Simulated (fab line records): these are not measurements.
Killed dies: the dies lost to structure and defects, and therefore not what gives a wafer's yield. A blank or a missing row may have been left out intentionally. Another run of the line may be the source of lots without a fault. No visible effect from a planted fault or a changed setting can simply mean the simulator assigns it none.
Lot-split experiment || flow n5-finfet || 39 wafers read from 7 lots, route of 1938 steps

== ON THE SPLIT ==
At N5_BEOL_M0_CUTY_ETCH_63 (etches SOC in N2/H2, target depth 82.7 nm, overetch 16.5 nm, time 124 s), the setting time-s was moved away from the recipe's 124 s on 15 of the 39 wafers read, by -37.2% to +54.7%. For the rest of the wafers, this setting stayed at what the recipe calls for.

== FROM THE SPLIT TO THE READING: what the file shows between them, 2 steps ==
- N5_BEOL_M0_CUTY_STRIP_64: strips in N2/H2
- N5_BEOL_M0_ETCH_138: etches SiCN in CH3F/O2, target depth 12 nm, time 31.6 s

== THE READING ==
SiO2_of_BEOL_M0_SAQP_SPACER2_ALD_26.thk-nm (the simulator's own value, which no gauge read), in nm, at N5_BEOL_M0_HM_OPEN_105 (chemistry Cl2/BCl3, target TiN, target depth 12 nm). There is no usual value for it anywhere in the file. Here, 24 wafers ran the recipe; their average is 2.8 nm with a standard deviation of 0.22 nm.

{"wafer": "L080.1", "tool, chamber at the split": "rie-diel-02, 2,3", "time-s as run, s": 77.82, "against the recipe": "-37.2%", "SiO2_of_BEOL_M0_SAQP_SPACER2_ALD_26.thk-nm, nm": 4, "against lot-mates on the recipe": "+1.2"}
{"wafer": "L080.4", "tool, chamber at the split": "rie-diel-02, 2,3", "time-s as run, s": 77.82, "against the recipe": "-37.2%", "SiO2_of_BEOL_M0_SAQP_SPACER2_ALD_26.thk-nm, nm": 4, "against lot-mates on the recipe": "+1.2"}
{"wafer": "L080.2", "tool, chamber at the split": "rie-diel-02, 0", "time-s as run, s": 124, "against the recipe": "recipe", "SiO2_of_BEOL_M0_SAQP_SPACER2_ALD_26.thk-nm, nm": 2.8, "against lot-mates on the recipe": "-"}
{"wafer": "L080.3", "tool, chamber at the split": "rie-diel-02, 1", "time-s as run, s": 124, "against the recipe": "recipe", "SiO2_of_BEOL_M0_SAQP_SPACER2_ALD_26.thk-nm, nm": 3, "against lot-mates on the recipe": "-"}
{"wafer": "L080.5", "tool, chamber at the split": "rie-diel-02, 2", "time-s as run, s": 124, "against the recipe": "recipe", "SiO2_of_BEOL_M0_SAQP_SPACER2_ALD_26.thk-nm, nm": 2.6, "against lot-mates on the recipe": "-"}
{"wafer": "L080.6", "tool, chamber at the split": "rie-diel-02, 1", "time-s as run, s": 77.82, "against the recipe": "-37.2%", "SiO2_of_BEOL_M0_SAQP_SPACER2_ALD_26.thk-nm, nm": 4.2, "against lot-mates on the recipe": "+1.4"}
{"wafer": "L082.2", "tool, chamber at the split": "rie-diel-04, 0,3", "time-s as run, s": 124, "against the recipe": "recipe", "SiO2_of_BEOL_M0_SAQP_SPACER2_ALD_26.thk-nm, nm": 3, "against lot-mates on the recipe": "-"}
{"wafer": "L082.5", "tool, chamber at the split": "rie-diel-04, 0,3", "time-s as run, s": 124, "against the recipe": "recipe", "SiO2_of_BEOL_M0_SAQP_SPACER2_ALD_26.thk-nm, nm": 3, "against lot-mates on the recipe": "-"}
{"wafer": "L082.6", "tool, chamber at the split": "rie-diel-04, 2", "time-s as run, s": 124, "against the recipe": "recipe", "SiO2_of_BEOL_M0_SAQP_SPACER2_ALD_26.thk-nm, nm": 2.8, "against lot-mates on the recipe": "-"}
{"wafer": "L087.1", "tool, chamber at the split": "rie-diel-02, 0,1", "time-s as run, s": 83.53, "against the recipe": "-32.6%", "SiO2_of_BEOL_M0_SAQP_SPACER2_ALD_26.thk-nm, nm": 3.8, "against lot-mates on the recipe": "+1.4"}
{"wafer": "L087.4", "tool, chamber at the split": "rie-diel-02, 3", "time-s as run, s": 83.53, "against the recipe": "-32.6%", "SiO2_of_BEOL_M0_SAQP_SPACER2_ALD_26.thk-nm, nm": 3.8, "against lot-mates on the recipe": "+1.4"}
{"wafer": "L087.2", "tool, chamber at the split": "rie-diel-02, 0,1", "time-s as run, s": 83.53, "against the recipe": "-32.6%", "SiO2_of_BEOL_M0_SAQP_SPACER2_ALD_26.thk-nm, nm": 4, "against lot-mates on the recipe": "+1.6"}
{"wafer": "L087.3", "tool, chamber at the split": "rie-diel-02, 2,3,2", "time-s as run, s": 124, "against the recipe": "recipe", "SiO2_of_BEOL_M0_SAQP_SPACER2_ALD_26.thk-nm, nm": 2.4, "against lot-mates on the recipe": "-"}
{"wafer": "L087.5", "tool, chamber at the split": "rie-diel-02, 2,3,2", "time-s as run, s": 124, "against the recipe": "recipe", "SiO2_of_BEOL_M0_SAQP_SPACER2_ALD_26.thk-nm, nm": 2.4, "against lot-mates on the recipe": "-"}
{"wafer": "L087.6", "tool, chamber at the split": "rie-diel-02, 2,3,2", "time-s as run, s": 124, "against the recipe": "recipe", "SiO2_of_BEOL_M0_SAQP_SPACER2_ALD_26.thk-nm, nm": 2.4, "against lot-mates on the recipe": "-"}
{"wafer": "L092.1", "tool, chamber at the split": "rie-diel-04, 2,3", "time-s as run, s": 191.8, "against the recipe": "+54.7%", "SiO2_of_BEOL_M0_SAQP_SPACER2_ALD_26.thk-nm, nm": 1.6, "against lot-mates on the recipe": -1.3}
{"wafer": "L092.2", "tool, chamber at the split": "rie-diel-04, 2,3", "time-s as run, s": 191.8, "against the recipe": "+54.7%", "SiO2_of_BEOL_M0_SAQP_SPACER2_ALD_26.thk-nm, nm": 1.6, "against lot-mates on the recipe": -1.3}
{"wafer": "L092.4", "tool, chamber at the split": "rie-diel-04, 1", "time-s as run, s": 191.8, "against the recipe": "+54.7%", "SiO2_of_BEOL_M0_SAQP_SPACER2_ALD_26.thk-nm, nm": 1.6, "against lot-mates on the recipe": -1.3}
{"wafer": "L092.3", "tool, chamber at the split": "rie-diel-04, 0", "time-s as run, s": 124, "against the recipe": "recipe", "SiO2_of_BEOL_M0_SAQP_SPACER2_ALD_26.thk-nm, nm": 2.8, "against lot-mates on the recipe": "-"}
{"wafer": "L092.5", "tool, chamber at the split": "rie-diel-04, 1,0", "time-s as run, s": 124, "against the recipe": "recipe", "SiO2_of_BEOL_M0_SAQP_SPACER2_ALD_26.thk-nm, nm": 3, "against lot-mates on the recipe": "-"}
{"wafer": "L092.6", "tool, chamber at the split": "rie-diel-04, 1,0", "time-s as run, s": 124, "against the recipe": "recipe", "SiO2_of_BEOL_M0_SAQP_SPACER2_ALD_26.thk-nm, nm": 3, "against lot-mates on the recipe": "-"}
{"wafer": "L095.1", "tool, chamber at the split": "rie-diel-04, 0", "time-s as run, s": 124, "against the recipe": "recipe", "SiO2_of_BEOL_M0_SAQP_SPACER2_ALD_26.thk-nm, nm": 3, "against lot-mates on the recipe": "-"}
{"wafer": "L095.2", "tool, chamber at the split": "rie-diel-04, 2,3", "time-s as run, s": 181.1, "against the recipe": "+46.0%", "SiO2_of_BEOL_M0_SAQP_SPACER2_ALD_26.thk-nm, nm": 1.8, "against lot-mates on the recipe": -1.1}
{"wafer": "L095.3", "tool, chamber at the split": "rie-diel-04, 1", "time-s as run, s": 181.1, "against the recipe": "+46.0%", "SiO2_of_BEOL_M0_SAQP_SPACER2_ALD_26.thk-nm, nm": 1.8, "against lot-mates on the recipe": -1.1}
{"wafer": "L095.5", "tool, chamber at the split": "rie-diel-04, 2,3", "time-s as run, s": 181.1, "against the recipe": "+46.0%", "SiO2_of_BEOL_M0_SAQP_SPACER2_ALD_26.thk-nm, nm": 1.8, "against lot-mates on the recipe": -1.1}
{"wafer": "L095.4", "tool, chamber at the split": "rie-diel-04, 3,2", "time-s as run, s": 124, "against the recipe": "recipe", "SiO2_of_BEOL_M0_SAQP_SPACER2_ALD_26.thk-nm, nm": 2.8, "against lot-mates on the recipe": "-"}
{"wafer": "L095.6", "tool, chamber at the split": "rie-diel-04, 3,2", "time-s as run, s": 124, "against the recipe": "recipe", "SiO2_of_BEOL_M0_SAQP_SPACER2_ALD_26.thk-nm, nm": 2.8, "against lot-mates on the recipe": "-"}
{"wafer": "L096.1", "tool, chamber at the split": "rie-diel-02, 1", "time-s as run, s": 124, "against the recipe": "recipe", "SiO2_of_BEOL_M0_SAQP_SPACER2_ALD_26.thk-nm, nm": 3, "against lot-mates on the recipe": "-"}
{"wafer": "L096.2", "tool, chamber at the split": "rie-diel-02, 3,2,0", "time-s as run, s": 124, "against the recipe": "recipe", "SiO2_of_BEOL_M0_SAQP_SPACER2_ALD_26.thk-nm, nm": 2.6, "against lot-mates on the recipe": "-"}
{"wafer": "L096.3", "tool, chamber at the split": "rie-diel-02, 3,2,0", "time-s as run, s": 124, "against the recipe": "recipe", "SiO2_of_BEOL_M0_SAQP_SPACER2_ALD_26.thk-nm, nm": 2.6, "against lot-mates on the recipe": "-"}
{"wafer": "L096.4", "tool, chamber at the split": "rie-diel-02, 3,2,0", "time-s as run, s": 124, "against the recipe": "recipe", "SiO2_of_BEOL_M0_SAQP_SPACER2_ALD_26.thk-nm, nm": 2.6, "against lot-mates on the recipe": "-"}
{"wafer": "L096.5", "tool, chamber at the split": "rie-diel-02, 1", "time-s as run, s": 124, "against the recipe": "recipe", "SiO2_of_BEOL_M0_SAQP_SPACER2_ALD_26.thk-nm, nm": 2.8, "against lot-mates on the recipe": "-"}
{"wafer": "L096.6", "tool, chamber at the split": "rie-diel-02, 2", "time-s as run, s": 124, "against the recipe": "recipe", "SiO2_of_BEOL_M0_SAQP_SPACER2_ALD_26.thk-nm, nm": 2.4, "against lot-mates on the recipe": "-"}
{"wafer": "L097.1", "tool, chamber at the split": "rie-diel-02, 0", "time-s as run, s": 124, "against the recipe": "recipe", "SiO2_of_BEOL_M0_SAQP_SPACER2_ALD_26.thk-nm, nm": 2.8, "against lot-mates on the recipe": "-"}
{"wafer": "L097.2", "tool, chamber at the split": "rie-diel-02, 1", "time-s as run, s": 124, "against the recipe": "recipe", "SiO2_of_BEOL_M0_SAQP_SPACER2_ALD_26.thk-nm, nm": 3, "against lot-mates on the recipe": "-"}
{"wafer": "L097.3", "tool, chamber at the split": "rie-diel-02, 2", "time-s as run, s": 85.67, "against the recipe": "-30.9%", "SiO2_of_BEOL_M0_SAQP_SPACER2_ALD_26.thk-nm, nm": 3.6, "against lot-mates on the recipe": "+0.8"}
{"wafer": "L097.4", "tool, chamber at the split": "rie-diel-02, 3", "time-s as run, s": 124, "against the recipe": "recipe", "SiO2_of_BEOL_M0_SAQP_SPACER2_ALD_26.thk-nm, nm": 2.6, "against lot-mates on the recipe": "-"}
{"wafer": "L097.5", "tool, chamber at the split": "rie-diel-02, 1", "time-s as run, s": 85.67, "against the recipe": "-30.9%", "SiO2_of_BEOL_M0_SAQP_SPACER2_ALD_26.thk-nm, nm": 3.8, "against lot-mates on the recipe": "+1.0"}
{"wafer": "L097.6", "tool, chamber at the split": "rie-diel-02, 0", "time-s as run, s": 85.67, "against the recipe": "-30.9%", "SiO2_of_BEOL_M0_SAQP_SPACER2_ALD_26.thk-nm, nm": 3.8, "against lot-mates on the recipe": "+1.0"}
Rows listing several chambers each stand for several wafers; the file does not say which wafer went through which chamber.

THE FIT
A straight line over all 39 wafers: SiO2_of_BEOL_M0_SAQP_SPACER2_ALD_26.thk-nm changes by -0.0261 nm for each +1% of time-s; r = -0.95; the points scatter about the line by 0.22 nm.
The same after taking each lot's own level away (the mean of its wafers on the recipe; 39 wafers): -0.0289 nm for each +1%; r = -0.97; scatter 0.2 nm.
On that fit, the largest move of time-s shifts the reading by 1.6 nm.
Measured against the standard deviation above, the lots' own levels, which go from 2.40 to 2.93 nm, span 2.5 times it.
The two slopes agree, so the slope changes little with the lot-to-lot level.
Check: for one of the wafers moved furthest among these (+54.7%), held out of the fit, the line's prediction against its lot-mates is -1.51 nm. It came out at -1.33 nm against them.

== FURTHER SPLITS ON THESE WAFERS ==
Note: prior to the reading, these wafers also went through further splits. Each is held against what the fit with the lots' levels taken away leaves over:
{"other split on the same wafers": "N5_FIN_SAQP_ALD_61 ald-cycles", "wafers away from the commonest value": 18, "r with SiO2_of_BEOL_M0_SAQP_SPACER2_ALD_26.thk-nm (lot level and that fit taken away)": -0.16}
{"other split on the same wafers": "N5_SD_EPI_N_EPI_21 epi-growth-time-s", "wafers away from the commonest value": 15, "r with SiO2_of_BEOL_M0_SAQP_SPACER2_ALD_26.thk-nm (lot level and that fit taken away)": -0.01}
{"other split on the same wafers": "N5_HKMG_FIN_DEVELOP_48 develop-time-s", "wafers away from the commonest value": 18, "r with SiO2_of_BEOL_M0_SAQP_SPACER2_ALD_26.thk-nm (lot level and that fit taken away)": "+0.10"}
{"other split on the same wafers": "N5_GATE_CUT_ALD_22 ald-cycles", "wafers away from the commonest value": 15, "r with SiO2_of_BEOL_M0_SAQP_SPACER2_ALD_26.thk-nm (lot level and that fit taken away)": -0.17}

== THE WHOLE CHAIN: every reading that the file lists as answering this split, in the file's order ==
{"step": "N5_BEOL_M0_CUTY_ETCH_63", "what it does": "etches SOC in N2/H2, target depth 82.7 nm, overetch 16.5 nm, time 124 s", "reading": "SiO2_of_BEOL_M0_SAQP_SPACER2_ALD_26.thk-nm (the simulator's own value, which no gauge read)", "change (the file's fit)": "-0.0349 nm for each +1% of the setting", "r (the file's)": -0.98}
{"step": "N5_BEOL_M0_ETCH_138", "what it does": "etches SiCN in CH3F/O2, target depth 12 nm, time 31.6 s", "reading": "SiO2_of_BEOL_M0_SAQP_SPACER2_ALD_26.thk-nm (the simulator's own value, which no gauge read)", "change (the file's fit)": "-0.0343 nm for each +1% of the setting", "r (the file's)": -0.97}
{"step": "N5_BEOL_M0_HM_OPEN_105", "what it does": "chemistry Cl2/BCl3, target TiN, target depth 12 nm", "reading": "SiO2_of_BEOL_M0_SAQP_SPACER2_ALD_26.thk-nm (the simulator's own value, which no gauge read)", "change (the file's fit)": "-0.0289 nm for each +1% of the setting", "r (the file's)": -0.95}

== FILE'S OWN FIT ==
SiO2_of_BEOL_M0_SAQP_SPACER2_ALD_26.thk-nm changes by -0.0289 nm for each +1% of time-s, r = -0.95.
